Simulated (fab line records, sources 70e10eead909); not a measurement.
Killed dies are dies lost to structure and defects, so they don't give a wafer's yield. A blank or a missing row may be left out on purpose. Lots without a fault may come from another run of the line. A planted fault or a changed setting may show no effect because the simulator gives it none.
fab line records | flow nand_harc
record lots=5 wafers=14 last_day=25
route steps=1159 shown P_M0@282 P_M1@285
lots that met no fault: from a run of the same line without faults
start_h: hours from the record's first day to the start of the lot's first wafer shown | wait_h: hours since the lot's step before | " the same as in the row above | L1.1+2: a row that stands for several wafers | - no value, or no start given | * or withheld: withheld | < > ~ a bound
route shown NAME@n: a module of which the file shows steps, and the number in the route of the first | usual: mean/standard deviation of fault-free wafers | same: alike in all rows | chamber/n: place in a boat | sites: the reading at each site | _std_site: their standard deviation | _edge_site: outer sites' mean less inner sites' | radius_mm: how far each site lies from the wafer's centre | mask NAME#n: copy n | behind: the tool/chamber that last shaped the wafer | hold: why the lot was held/for how many hours/how that ended | device: the transistor (n, p or np) that didn't switch | end of line: the same wafers' tests at the end of the route | a step without rows: its recipe alone | killed: dies lost to structure and defects at the first sort, not the wafer's yield | map: a wafer's dies, x killed, . not, _ none there
set.NAME: the setting as run; set.NAME@STEP: as run at that earlier step | model.NAME: the simulator's own value behind a step, which no gauge read
lots at some steps of the route; a table a step, a row a wafer
services: from which hour (start_h, from the record's first day; less than 0 if before it) a tool's chamber was out of use, for how many hours, and why
## steps
# step NHARC_P_M0_INSPECT_27
# usual raw_defect_count=294/120
# columns lot.wafer tool chamber start_h wait_h raw_defect_count
L370.1 defect_inspect-01 - 123.60 0.0 181
L370.3 " - " " 239
L370.6 " - " " 293
L378.1 defect_inspect-01 - 178.96 0.0 222
L378.5 " - " " 175
L378.6 " - " " 246
L383.3 defect_inspect-02 - 209.65 0.0 277
L383.5 " - " " 470
L391.2 defect_inspect-01 - 246.91 0.0 327
L391.3 " - " " 298
L391.4 " - " " 458
L390.2 defect_inspect-01 - 247.13 0.0 215
L390.3 " - " " 451
L390.5 " - " " 195
# step NHARC_P_M0_PRE_CLEAN_31
# recipe time_s=12 temp_c=370 rf_power_w=300 gas=NH3
# usual heater_power_w=626/86 rf_fwd_power_W=292.4/0.9
# columns lot.wafer tool chamber start_h wait_h heater_power_w rf_fwd_power_W
L370.1 pecvd-01 2 123.67 0.1 654 291.0
L370.3 " 0 " " 736 293.0
L370.6 " 0 " " 739 293.4
L378.1 pecvd-01 2 179.05 0.1 555 293.7
L378.6 " 1 " " 736 290.5
L378.5 " 2 " " 552 292.9
L383.3 pecvd-01 1 209.73 0.1 728 292.2
L383.5 " 2 " " 631 291.4
L391.3 pecvd-04 1 246.99 0.1 661 291.9
L391.2 " 2 " " 570 291.5
L391.4 " 2 " " 574 292.4
L390.2 pecvd-02 1 247.21 0.1 670 292.3
L390.3 " 2 " " 542 290.2
L390.5 " 0 " " 603 293.3
# step NHARC_P_M0_DEP_32
# recipe target_thk_a=300 temp_c=370 target_thk_nm=30 pressure_torr=3 flow_sccm=200 rf_w=450 material=SiCN
# usual heater_power_w=582/88 rf_fwd_power_W=448.9/1.4
# columns lot.wafer tool chamber start_h wait_h heater_power_w rf_fwd_power_W
L370.1 pecvd-01 2 123.74 0.1 556 448.1
L370.3 " 0 " " 663 450.2
L370.6 " 0 " " 653 448.7
L378.1 pecvd-01 2 179.15 0.1 556 446.7
L378.6 " 1 " " 735 447.2
L378.5 " 2 " " 584 447.9
L383.3 pecvd-01 1 209.84 0.1 697 449.2
L383.5 " 2 " " 547 448.3
L391.3 pecvd-04 1 247.10 0.1 562 447.3
L391.2 " 2 " " 552 450.1
L391.4 " 2 " " 573 449.2
L390.2 pecvd-02 1 247.32 0.1 593 447.7
L390.3 " 2 " " 557 446.5
L390.5 " 0 " " 534 448.5
# step NHARC_P_M1_DEP_00
# recipe target_thk_a=1825 target_thk_nm=182.5 temp_c=withheld pressure_torr=5 flow_sccm=200 rf_w=600 material=SiOC
# step NHARC_P_M1_DEHYDRATE_01
# recipe temp_c=150 time_s=120
# step NHARC_P_M1_HMDS_02
# recipe time_s=30
# step NHARC_P_M1_COAT_34
# recipe temp_c=200 time_s=65
# step NHARC_P_M1_COAT_03
# recipe spin_rpm=1500 resist_thk_nm=90
# step NHARC_P_M1_SOFTBAKE_04
# recipe temp_c=105 time_s=55
# step NHARC_P_M1_EBR_05
# step NHARC_P_M1_EXPOSE_06
# recipe na=1.35 target_cd_nm=130 dose_mj=81.88 mask_id=P_M1
# step NHARC_P_M1_PEB_07
# recipe peb_temp_c=100 peb_time_s=65
# usual chill_plate_temp_C=23.01/0.11 heater_power_total_W=156.6/0.4
# columns lot.wafer tool chamber start_h wait_h chill_plate_temp_C heater_power_total_W
L370.1 litho_track-01 0 124.94 0.1 22.91 156.0
L370.3 " 0 " " 22.94 156.5
L370.6 " 0 " " 23.00 157.2
L378.1 litho_track-06 0 180.31 0.1 23.12 156.4
L378.5 " 0 " " 23.06 156.0
L378.6 " 0 " " 22.96 156.8
L383.3 litho_track-06 0 210.96 0.0 22.98 156.9
L383.5 " 0 " " 23.14 160.9
L391.2 litho_track-04 0 248.20 0.1 23.08 156.2
L391.3 " 0 " " 22.93 156.4
L391.4 " 0 " " 22.82 156.1
L390.2 litho_track-04 0 248.48 0.1 22.99 156.5
L390.3 " 0 " " 23.02 156.7
L390.5 " 0 " " 22.91 157.1
# step NHARC_P_M1_DEVELOP_08
# recipe develop_time_s=35 dev_temp_c=23
# step NHARC_P_M1_CD_MEAS_09
# recipe target_cd_nm=130 landing_energy_ev=500
# usual cd_nm=130.3/0.61
# columns lot.wafer tool chamber start_h wait_h cd_nm
L370.1 cd_sem-03 0 125.02 - 130.2
L370.3 " 0 " " 130.0
L370.6 " 0 " " 130.7
L378.1 cd_sem-02 0 180.39 - 130.9
L378.5 " 0 " " 130.1
L378.6 " 0 " " 130.9
L383.3 cd_sem-03 0 211.04 - 130.0
L383.5 " 0 " " 127.9
L391.2 cd_sem-03 0 248.29 - 130.6
L391.3 " 0 " " 130.5
L391.4 " 0 " " 130.4
L390.2 cd_sem-03 0 248.56 - 129.5
L390.3 " 0 " " 129.3
L390.5 " 0 " " 128.6
# step NHARC_P_M1_OVL_MEAS_10
# recipe pitch_nm=260
# usual overlay_x_nm=0.0/1 overlay_y_nm=0.0/0.99
# columns lot.wafer tool chamber start_h wait_h overlay_x_nm overlay_y_nm
L370.1 overlay-02 - 125.11 - 0.5 1.8
L370.3 " - " " 0.6 1.8
L370.6 " - " " 0.1 1.3
L378.1 overlay-01 - 180.48 - 1.1 0.3
L378.5 " - " " 1.8 0.3
L378.6 " - " " 1.2 0.8
L383.3 overlay-01 - 211.13 - -0.3 -2.0
L383.5 " - " " -0.6 -2.1
L391.2 overlay-01 - 248.37 - -0.4 0.0
L391.3 " - " " -0.6 0.2
L391.4 " - " " -0.3 0.3
L390.2 overlay-02 - 248.65 - -2.0 1.2
L390.3 " - " " -2.0 0.4
L390.5 " - " " -1.7 0.8
# step NHARC_P_M1_INSPECT_11
# usual raw_defect_count=4.1/2.2
# columns lot.wafer tool chamber start_h wait_h raw_defect_count
L370.1 defect_inspect-01 - 125.14 0.0 2
L370.3 " - " " 3
L370.6 " - " " 2
L378.1 defect_inspect-01 - 180.51 0.0 4
L378.5 " - " " 5
L378.6 " - " " 6
L383.3 defect_inspect-01 - 211.17 0.0 2
L383.5 " - " " 6
L391.2 defect_inspect-01 - 248.41 0.0 3
L391.3 " - " " 4
L391.4 " - " " 2
L390.2 defect_inspect-02 - 248.68 0.0 4
L390.3 " - " " 6
L390.5 " - " " 2
# step NHARC_P_M1_DESCUM_14
# recipe time_s=3 o2_flow_sccm=200 ar_flow_sccm=0 bias_power_w=0 chemistry=O2
# usual drypump_motor_current_A=5.8/0.42 oes_product_au=1.002/0.012 rf_vpp_V=57.7/0.99 showerhead_plenum_p_Torr=1.89/0.08 throttle_valve_pct=11.311/0.0087
# columns lot.wafer tool chamber start_h wait_h drypump_motor_current_A oes_product_au rf_hours_counter_h rf_vpp_V showerhead_plenum_p_Torr throttle_valve_pct model.P_M1.cd_nm
L370.3 rie_diel-11 2 125.21 0.1 5.5 1.013 7 56.2 1.82 11.300 130.1
L370.1 " 3 " " 5.6 0.997 8 58.4 2.02 11.301 130.5
L370.6 " 2 " " 5.5 1.009 - 57.5 1.82 11.305 130.5
L378.1 rie_diel-11 2 180.59 0.1 5.5 1.018 11 58.0 1.81 11.310 130.4
L378.5 " 0 " " 5.8 1.001 - 57.0 1.85 11.303 129.5
L378.6 " 1 " " 5.9 1.016 - 58.3 1.96 11.313 130.6
L383.3 rie_diel-11 2 211.22 0.1 5.6 1.000 1 56.7 1.81 11.305 129.5
L383.5 " 2 " " 5.5 0.998 - 58.3 1.81 11.312 127.9
L391.4 rie_diel-08 3 248.47 0.1 5.1 1.011 3 56.3 1.91 11.312 129.9
L391.2 " 0 " " 6.2 0.979 3 58.5 2.06 11.317 129.3
L391.3 " 2 " " 5.4 1.028 3 56.8 1.80 11.305 131.6
L390.3 rie_diel-11 2 248.74 0.1 5.5 1.020 3 58.0 1.81 11.296 129.3
L390.2 " 1 " " 5.8 1.006 4 58.0 1.96 11.320 128.7
L390.5 " 2 " " 5.5 0.998 - 56.8 1.81 11.308 128.6
# step NHARC_P_M1_ETCH_35
# recipe target_depth_a=400 overetch_a=120 time_s=43.94 ion_energy_ev=200 n2_flow_sccm=150 h2_flow_sccm=150 ar_flow_sccm=0 rf_w=400 bias_w=150 chemistry=N2/H2
# usual drypump_motor_current_A=5.8/0.41 n2_flow_sccm=150.0/0.43 oes_product_au=1.001/0.013 rf_fwd_power_W=395.2/1.9 rf_vpp_V=430.1/2.5 showerhead_plenum_p_Torr=2.02/0.091 throttle_valve_pct=14.171/0.0097
# columns lot.wafer tool chamber start_h wait_h drypump_motor_current_A n2_flow_sccm oes_product_au rf_fwd_power_W rf_hours_counter_h rf_vpp_V showerhead_plenum_p_Torr throttle_valve_pct
L370.3 rie_diel-11 3 125.29 0.1 5.6 149.4 0.992 396.3 8 433.9 2.15 14.191
L370.1 " 0 " " 5.8 150.0 0.982 390.4 8 428.6 1.97 14.166
L370.6 " 3 " " 5.6 150.5 0.993 397.4 - 433.1 2.15 14.177
L378.1 rie_diel-11 0 180.67 0.1 5.8 149.8 0.989 390.6 11 427.7 1.97 14.170
L378.5 " 2 " " 5.5 149.7 1.019 394.7 - 428.0 1.93 14.154
L378.6 " 3 " " 5.5 150.4 1.024 396.6 - 432.9 2.15 14.169
L383.3 rie_diel-11 0 211.34 0.1 5.8 149.8 1.012 393.3 1 427.6 1.97 14.165
L383.5 " 1 " " 5.8 149.9 1.018 397.0 - 431.5 2.09 14.155
L391.3 rie_diel-08 2 248.55 0.1 5.4 150.2 1.026 392.6 3 427.7 1.92 14.172
L391.2 " 3 " " 5.1 150.4 1.022 393.8 3 431.1 2.04 14.182
L391.4 " 0 " " 6.2 149.9 0.983 396.7 3 433.6 2.20 14.164
L390.3 rie_diel-11 0 248.83 0.1 5.8 149.8 1.009 393.3 4 428.6 1.97 14.182
L390.2 " 1 " " 5.8 149.9 0.997 396.7 4 430.1 2.09 14.177
L390.5 " 1 " " 5.8 149.4 0.994 396.5 - 431.2 2.09 14.149
# step NHARC_P_M1_ETCH_15
# recipe target_depth_a=1825 time_s=91.2 c4f8_flow_sccm=withheld ar_flow_sccm=400 rf_w=600 bias_w=300 chemistry=C4F8/Ar
# usual oes_product_au=0.956/0.02 rf_fwd_power_W=595.8/2 rf_vpp_V=440.3/2.6
# columns lot.wafer tool chamber start_h wait_h oes_product_au rf_fwd_power_W rf_hours_counter_h rf_vpp_V model.P_M1.cd_nm
L370.1 rie_diel-11 3 - - 0.973 599.7 8 444.0 130.4
L370.3 " 2 " " 0.965 595.7 7 436.5 130.7
L370.6 " 3 " " 0.971 598.1 - 443.8 131.2
L378.1 rie_diel-11 2 - - 0.931 594.8 11 438.4 130.3
L378.6 " 2 " " 0.930 595.9 - 439.8 131.4
L378.5 " 3 " " 0.937 598.2 - 442.9 128.9
L383.3 rie_diel-11 2 - - 0.955 594.0 1 437.1 129.4
L383.5 " 1 " " 0.962 598.9 - 441.1 127.9
L391.3 rie_diel-08 0 - - 0.940 598.5 3 444.7 131.6
L391.4 " 1 " " 0.952 594.7 3 440.0 130.2
L391.2 " 3 " " 0.969 593.8 3 439.9 128.1
L390.3 rie_diel-11 1 - - 0.920 599.5 4 441.3 128.7
L390.2 " 0 " " 0.929 594.6 4 439.1 128.6
L390.5 " 2 " " 0.926 595.4 - 437.3 129.1
# step NHARC_P_M1_CD_MEAS_16
# usual cd_nm=130.2/1.1
# columns lot.wafer tool chamber start_h wait_h cd_nm
L370.1 cd_sem-01 - 125.51 - 130.5
L370.3 " - " " 130.7
L370.6 " - " " 131.1
L378.1 cd_sem-03 - 180.88 - 130.7
L378.5 " - " " 128.8
L378.6 " - " " 131.6
L383.3 cd_sem-03 - 211.58 - 129.2
L383.5 " - " " 127.5
L391.2 cd_sem-01 - 248.78 - 128.2
L391.3 " - " " 131.8
L391.4 " - " " 130.0
L390.2 cd_sem-01 - 249.05 - 128.7
L390.3 " - " " 128.4
L390.5 " - " " 129.0
## services
# columns tool chamber start_h hours kind
pecvd-02 - 103.13 0.9 repair
litho_track-06 - 117.00 7.0 pm
rie_diel-11 0 119.50 - clean
rie_diel-11 1 119.50 - clean
rie_diel-11 2 119.50 - clean
rie_diel-11 3 119.50 - clean
rie_diel-08 - 124.85 9.0 pm
litho_track-04 - 141.00 7.0 pm
rie_diel-11 0 144.00 - clean
rie_diel-11 1 144.00 - clean
rie_diel-11 2 144.00 - clean
rie_diel-11 3 144.00 - clean
pecvd-02 - 153.11 13.0 pm
rie_diel-11 0 168.50 - clean
rie_diel-11 1 168.50 - clean
rie_diel-11 2 168.50 - clean
rie_diel-11 3 168.50 - clean
pecvd-02 1 169.26 6.8 repair
rie_diel-11 - 189.50 9.0 pm
rie_diel-11 0 189.50 9.0 vent_cycle
pecvd-04 - 195.36 13.0 pm
rie_diel-11 - 203.96 0.5 repair
rie_diel-11 3 208.09 6.0 repair
pecvd-01 - 237.32 13.0 pm
## key
first_sign step=NHARC_P_M1_PEB_07 reading=heater_power_total_W direction=up sigmas=11 usual=* struck=*
effect step=NHARC_P_M1_CD_MEAS_09 reading=cd_nm direction=down sigmas=3.9 usual=130.3 struck=127.9
model_effect step=NHARC_P_M1_DESCUM_14 value=P_M1.cd_nm without=129.7 struck=127.9
model_effect step=NHARC_P_M1_ETCH_15 value=P_M1.cd_nm without=129.8 struck=127.9
met_at NHARC_P_M1_PEB_07
struck_wafers L383.5
sort_left_out L383.5
onset_between 180.31 210.96
fault kind=process_parameter_drift tool=litho_track-06 chamber=- onset_h=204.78 steps=NHARC_P_M1_PEB_07 channel=peb_time_s offset=* shape=step end_h=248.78 scope=struck_wafers_only acts_in=* stated=*
# sort_left_out: the simulated sort isn't trusted on such a fault, so these wafers' sort isn't shown, and their yield isn't known
